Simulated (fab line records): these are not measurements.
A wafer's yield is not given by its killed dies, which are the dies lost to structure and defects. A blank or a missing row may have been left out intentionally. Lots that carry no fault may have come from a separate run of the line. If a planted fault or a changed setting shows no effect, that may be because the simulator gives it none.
What tool caused it? / flow n5-finfet / Sampling: 10 lots, 30 wafers, 6 of 1938 route steps

WHAT THE GAUGES READ, wafer by wafer
N5_BEOL_M4_OVL_MEAS_12.
lot=L676; measured=day 8 16:54; on=overlay-01; M4_OVL (nm)=1.1 0.0 0.3
lot=L679; measured=day 9 22:03; on=overlay-02; M4_OVL (nm)=-1.4 -0.5 -0.9
lot=L682; measured=day 10 14:52; on=overlay-01; M4_OVL (nm)=-0.8 -0.8 -0.7
lot=L683; measured=day 10 19:57; on=overlay-02; M4_OVL (nm)=5.6 5.4 5.9
lot=L684; measured=day 11 03:56; on=overlay-02; M4_OVL (nm)=6.4 6.4 5.5
lot=L689; measured=day 13 00:19; on=overlay-02; M4_OVL (nm)=-0.9 -0.5 -0.9
lot=L688; measured=day 13 00:31; on=overlay-02; M4_OVL (nm)=-0.7 -0.5 -0.3
lot=L678; measured=day 13 12:35; on=overlay-01; M4_OVL (nm)=5.4 4.8 7.0
lot=L690; measured=day 14 09:59; on=overlay-01; M4_OVL (nm)=-0.2 0.7 0.0
lot=L698; measured=day 14 23:47; on=overlay-01; M4_OVL (nm)=0.4 -0.6 0.0

N5_BEOL_M4_INSPECT_13: inspects for defects (brightfield).
lot=L676; measured=day 8 16:57; on=defect-inspect-02; raw-defect-count=413 525 529
lot=L679; measured=day 9 22:05; on=defect-inspect-02; raw-defect-count=558 530 520
lot=L682; measured=day 10 14:55; on=defect-inspect-02; raw-defect-count=567 555 627
lot=L683; measured=day 10 20:01; on=defect-inspect-01; raw-defect-count=369 394 273
lot=L684; measured=day 11 03:59; on=defect-inspect-01; raw-defect-count=426 314 294
lot=L689; measured=day 13 00:22; on=defect-inspect-02; raw-defect-count=378 498 449
lot=L688; measured=day 13 00:34; on=defect-inspect-01; raw-defect-count=284 432 361
lot=L678; measured=day 13 12:38; on=defect-inspect-02; raw-defect-count=462 444 403
lot=L690; measured=day 14 10:02; on=defect-inspect-01; raw-defect-count=358 402 292
lot=L698; measured=day 14 23:50; on=defect-inspect-01; raw-defect-count=295 312 449

N5_BEOL_M4_RC_MEAS_101.
lot=L676; measured=day 9 00:48; on=prober-02; DIBL_N (mV/V)=37.5 34.2 36.4; DIBL_P (mV/V)=37.4 33.4 35.8; IOFF_N (nA/um)=0.178 0.133 0.157; IOFF_P (nA/um)=0.29 0.23 0.26; ION_N (uA/um)=673 672 666; ION_P (uA/um)=469 475 468; SS_N (mV/dec)=71.7 70.0 71.2; SS_P (mV/dec)=73.6 73.3 73.5; VT_N (mV)=248.0 251.1 253.0; VT_P (mV)=-242 -245 -243
lot=L679; measured=day 11 04:26; on=prober-02; DIBL_N (mV/V)=32.7 35.9 36.7; DIBL_P (mV/V)=32.2 34.8 36.0; IOFF_N (nA/um)=0.103 0.140 0.152; IOFF_P (nA/um)=0.16 0.19 0.20; ION_N (uA/um)=668 672 678; ION_P (uA/um)=463 457 458; SS_N (mV/dec)=70.7 70.7 70.6; SS_P (mV/dec)=72.2 73.0 73.6; VT_N (mV)=255.7 251.5 250.0; VT_P (mV)=-256 -255 -251
lot=L682; measured=day 12 00:50; on=prober-02; DIBL_N (mV/V)=34.7 35.7 35.7; DIBL_P (mV/V)=35.6 36.4 36.5; IOFF_N (nA/um)=0.134 0.155 0.146; IOFF_P (nA/um)=0.18 0.20 0.19; ION_N (uA/um)=666 679 674; ION_P (uA/um)=460 461 465; SS_N (mV/dec)=71.4 71.4 71.2; SS_P (mV/dec)=72.7 72.8 72.5; VT_N (mV)=252.2 248.9 249.6; VT_P (mV)=-252 -251 -251
lot=L683; measured=day 12 05:21; on=prober-01; DIBL_N (mV/V)=36.9 35.5 36.7; DIBL_P (mV/V)=37.4 35.5 36.4; IOFF_N (nA/um)=0.154 0.126 0.142; IOFF_P (nA/um)=0.20 0.18 0.18; ION_N (uA/um)=673 660 670; ION_P (uA/um)=455 455 455; SS_N (mV/dec)=71.7 72.1 71.4; SS_P (mV/dec)=73.4 72.6 73.1; VT_N (mV)=252.1 252.8 250.3; VT_P (mV)=-252 -252 -254
lot=L684; measured=day 12 12:19; on=prober-01; DIBL_N (mV/V)=32.5 35.8 33.1; DIBL_P (mV/V)=32.9 37.7 34.8; IOFF_N (nA/um)=0.102 0.158 0.113; IOFF_P (nA/um)=0.15 0.21 0.17; ION_N (uA/um)=657 673 662; ION_P (uA/um)=452 465 463; SS_N (mV/dec)=70.8 71.1 70.6; SS_P (mV/dec)=71.7 73.0 72.3; VT_N (mV)=255.7 249.3 252.1; VT_P (mV)=-254 -248 -254
lot=L689; measured=day 13 08:44; on=prober-02; DIBL_N (mV/V)=33.4 36.1 36.1; DIBL_P (mV/V)=33.4 36.3 36.0; IOFF_N (nA/um)=0.116 0.161 0.152; IOFF_P (nA/um)=0.18 0.22 0.21; ION_N (uA/um)=651 667 667; ION_P (uA/um)=457 461 459; SS_N (mV/dec)=70.2 71.7 72.3; SS_P (mV/dec)=72.5 73.4 72.6; VT_N (mV)=254.3 250.3 252.9; VT_P (mV)=-250 -248 -251
lot=L688; measured=day 13 12:22; on=prober-02; DIBL_N (mV/V)=35.6 37.3 38.7; DIBL_P (mV/V)=36.0 38.0 38.1; IOFF_N (nA/um)=0.124 0.157 0.185; IOFF_P (nA/um)=0.18 0.21 0.22; ION_N (uA/um)=651 668 668; ION_P (uA/um)=450 456 457; SS_N (mV/dec)=71.6 72.5 72.8; SS_P (mV/dec)=72.4 72.9 73.2; VT_N (mV)=252.7 251.6 248.1; VT_P (mV)=-252 -251 -249
lot=L678; measured=day 13 19:13; on=prober-01; DIBL_N (mV/V)=34.5 36.8 37.0; DIBL_P (mV/V)=35.1 38.3 39.3; IOFF_N (nA/um)=0.143 0.181 0.202; IOFF_P (nA/um)=0.19 0.23 0.26; ION_N (uA/um)=664 683 688; ION_P (uA/um)=458 470 469; SS_N (mV/dec)=71.8 71.7 72.3; SS_P (mV/dec)=73.2 74.0 73.5; VT_N (mV)=250.0 249.0 244.7; VT_P (mV)=-254 -251 -247
lot=L690; measured=day 14 22:04; on=prober-01; DIBL_N (mV/V)=34.4 36.4 36.0; DIBL_P (mV/V)=35.3 36.9 36.5; IOFF_N (nA/um)=0.136 0.170 0.150; IOFF_P (nA/um)=0.18 0.21 0.20; ION_N (uA/um)=673 685 678; ION_P (uA/um)=459 470 466; SS_N (mV/dec)=71.2 71.1 71.1; SS_P (mV/dec)=72.1 73.6 72.4; VT_N (mV)=250.9 245.4 247.7; VT_P (mV)=-252 -248 -248
lot=L698; measured=day 15 08:19; on=prober-01; DIBL_N (mV/V)=36.7 37.2 36.0; DIBL_P (mV/V)=35.6 37.2 34.8; IOFF_N (nA/um)=0.158 0.174 0.164; IOFF_P (nA/um)=0.24 0.26 0.23; ION_N (uA/um)=666 677 686; ION_P (uA/um)=465 471 477; SS_N (mV/dec)=71.5 71.2 71.5; SS_P (mV/dec)=73.4 73.7 73.0; VT_N (mV)=252.7 247.7 248.4; VT_P (mV)=-247 -243 -247

TOOL THAT RAN EACH LOT (tool first, then ch and the chambers of the sampled wafers, then the start)
lot=L676; N5_BEOL_M3_CMP_52=cmp-01 ch 0,2,3, day 8 15:07; N5_BEOL_M4_HM_DEP_02=pvd-sputter-03, day 8 16:21; N5_BEOL_M4_EXPOSE_08=euv-scanner-01 ch 0, day 8 16:44
lot=L679; N5_BEOL_M3_CMP_52=cmp-01 ch 0,3, day 9 20:37; N5_BEOL_M4_HM_DEP_02=pvd-sputter-02, day 9 21:29; N5_BEOL_M4_EXPOSE_08=euv-scanner-01 ch 0, day 9 21:53
lot=L682; N5_BEOL_M3_CMP_52=cmp-02 ch 0,1,3, day 10 13:30; N5_BEOL_M4_HM_DEP_02=pvd-sputter-03, day 10 14:19; N5_BEOL_M4_EXPOSE_08=euv-scanner-02 ch 0, day 10 14:43
lot=L683; N5_BEOL_M3_CMP_52=cmp-02 ch 0,2, day 10 17:10; N5_BEOL_M4_HM_DEP_02=pvd-sputter-03, day 10 19:24; N5_BEOL_M4_EXPOSE_08=euv-scanner-01 ch 0, day 10 19:47
lot=L684; N5_BEOL_M3_CMP_52=cmp-04 ch 0,1,3, day 11 01:32; N5_BEOL_M4_HM_DEP_02=pvd-sputter-03, day 11 03:28; N5_BEOL_M4_EXPOSE_08=euv-scanner-01 ch 0, day 11 03:46
lot=L689; N5_BEOL_M3_CMP_52=cmp-01 ch 0,1,3, day 12 20:46; N5_BEOL_M4_HM_DEP_02=pvd-sputter-02, day 12 23:46; N5_BEOL_M4_EXPOSE_08=euv-scanner-02 ch 0, day 13 00:09
lot=L688; N5_BEOL_M3_CMP_52=cmp-02 ch 1,2,3, day 12 22:17; N5_BEOL_M4_HM_DEP_02=pvd-sputter-01, day 13 00:05; N5_BEOL_M4_EXPOSE_08=euv-scanner-02 ch 0, day 13 00:22
lot=L678; N5_BEOL_M3_CMP_52=cmp-04 ch 0,2, day 13 11:12; N5_BEOL_M4_HM_DEP_02=pvd-sputter-02, day 13 12:01; N5_BEOL_M4_EXPOSE_08=euv-scanner-01 ch 0, day 13 12:25
lot=L690; N5_BEOL_M3_CMP_52=cmp-01 ch 0,1,2, day 14 07:57; N5_BEOL_M4_HM_DEP_02=pvd-sputter-01, day 14 09:32; N5_BEOL_M4_EXPOSE_08=euv-scanner-02 ch 0, day 14 09:49
lot=L698; N5_BEOL_M3_CMP_52=cmp-04 ch 0,1,3, day 14 21:11; N5_BEOL_M4_HM_DEP_02=pvd-sputter-03, day 14 23:14; N5_BEOL_M4_EXPOSE_08=euv-scanner-02 ch 0, day 14 23:38
- N5_BEOL_M3_CMP_52: polishes, stops on SiOC, t overpolish 6.8 s, target thk 40 nm.
- N5_BEOL_M4_HM_DEP_02: deposits TiN, target thk 20 nm.
- N5_BEOL_M4_EXPOSE_08: exposes mask M4.

WHAT THE TOOLS THEMSELVES READ (means of the sampled wafers that have a number; where no wafer has one, the mark that the record gives instead)
N5_BEOL_M3_CMP_52.
lot=L676; tool=cmp-01; barrier-field-endpoint-s (s)=24.5; clearing-platen-down-force-psi (psi)=1.501; motor-current-A (A)=6.0; overpolish-run-s (s)=6.808; time-to-endpoint-s (s)=61
lot=L679; tool=cmp-01; barrier-field-endpoint-s (s)=25.4; clearing-platen-down-force-psi (psi)=1.499; motor-current-A (A)=6.2; overpolish-run-s (s)=6.804; time-to-endpoint-s (s)=66
lot=L682; tool=cmp-02; barrier-field-endpoint-s (s)=24.7; clearing-platen-down-force-psi (psi)=1.501; motor-current-A (A)=6.1; overpolish-run-s (s)=6.806; time-to-endpoint-s (s)=64
lot=L683; tool=cmp-02; barrier-field-endpoint-s (s)=25.2; clearing-platen-down-force-psi (psi)=1.496; motor-current-A (A)=6.3; overpolish-run-s (s)=6.806; time-to-endpoint-s (s)=64
lot=L684; tool=cmp-04; barrier-field-endpoint-s (s)=24.5; clearing-platen-down-force-psi (psi)=1.499; motor-current-A (A)=6.1; overpolish-run-s (s)=6.799; time-to-endpoint-s (s)=66
lot=L689; tool=cmp-01; barrier-field-endpoint-s (s)=24.1; clearing-platen-down-force-psi (psi)=1.496; motor-current-A (A)=6.1; overpolish-run-s (s)=6.806; time-to-endpoint-s (s)=62
lot=L688; tool=cmp-02; barrier-field-endpoint-s (s)=24.4; clearing-platen-down-force-psi (psi)=1.497; motor-current-A (A)=6.0; overpolish-run-s (s)=6.795; time-to-endpoint-s (s)=61
lot=L678; tool=cmp-04; barrier-field-endpoint-s (s)=24.8; clearing-platen-down-force-psi (psi)=1.501; motor-current-A (A)=5.6; overpolish-run-s (s)=6.802; time-to-endpoint-s (s)=64
lot=L690; tool=cmp-01; barrier-field-endpoint-s (s)=23.8; clearing-platen-down-force-psi (psi)=1.501; motor-current-A (A)=6.4; overpolish-run-s (s)=6.806; time-to-endpoint-s (s)=61
lot=L698; tool=cmp-04; barrier-field-endpoint-s (s)=25.7; clearing-platen-down-force-psi (psi)=1.499; motor-current-A (A)=6.1; overpolish-run-s (s)=6.805; time-to-endpoint-s (s)=63

N5_BEOL_M4_HM_DEP_02.
lot=L676; tool=pvd-sputter-03; susceptor-temp-C (C)=24.90; throttle-valve-pct (%)=30.7
lot=L679; tool=pvd-sputter-02; susceptor-temp-C (C)=24.89; throttle-valve-pct (%)=29.9
lot=L682; tool=pvd-sputter-03; susceptor-temp-C (C)=25.10; throttle-valve-pct (%)=30.1
lot=L683; tool=pvd-sputter-03; susceptor-temp-C (C)=25.12; throttle-valve-pct (%)=30.5
lot=L684; tool=pvd-sputter-03; susceptor-temp-C (C)=24.98; throttle-valve-pct (%)=30.0
lot=L689; tool=pvd-sputter-02; susceptor-temp-C (C)=24.97; throttle-valve-pct (%)=30.6
lot=L688; tool=pvd-sputter-01; susceptor-temp-C (C)=25.07; throttle-valve-pct (%)=30.0
lot=L678; tool=pvd-sputter-02; susceptor-temp-C (C)=24.91; throttle-valve-pct (%)=30.7
lot=L690; tool=pvd-sputter-01; susceptor-temp-C (C)=25.01; throttle-valve-pct (%)=30.6
lot=L698; tool=pvd-sputter-03; susceptor-temp-C (C)=25.10; throttle-valve-pct (%)=29.6

THE ANSWER, worked out from the rows above alone
Rule: the usual values come from the lots themselves. The widest of any qualifying gaps counts: lots, ordered by their means at a reading, are off when they make up no more than a third of the lots, leave a main group of 4 or more, and stand apart from it by 3 or more times the standard deviation of that group's means. If all means in a main group match to the digits the tables above print for the reading, that group is not used. A lot without any number at a reading at which 4 lots or more have one is off too. The other lots that the step has rows for count as sound. First the gauges in route order, then the tools' own readings, where a lot's mean is used as printed above. The first step at which some lot is off is used, and at that step the reading that is off furthest; a lot without a number counts as furthest.
Off: L683, L684, L678, at N5_BEOL_M4_OVL_MEAS_12 (M4_OVL). The main group has a mean of -0.3 nm with a standard deviation of 0.5.
If a tool, at a process step before that reading, ran all the lots that are off and no sound lot after the first of them, it fits. The gauges at N5_BEOL_M4_OVL_MEAS_12 are tried like those tools. One candidate fits, namely euv-scanner-01 at N5_BEOL_M4_EXPOSE_08. Its last sound lot is L679 (day 9 21:53), its first lot that is off L683 (day 10 19:47): a fault that began between those two fits.

WHAT WAS PUT IN BY THE SIMULATOR
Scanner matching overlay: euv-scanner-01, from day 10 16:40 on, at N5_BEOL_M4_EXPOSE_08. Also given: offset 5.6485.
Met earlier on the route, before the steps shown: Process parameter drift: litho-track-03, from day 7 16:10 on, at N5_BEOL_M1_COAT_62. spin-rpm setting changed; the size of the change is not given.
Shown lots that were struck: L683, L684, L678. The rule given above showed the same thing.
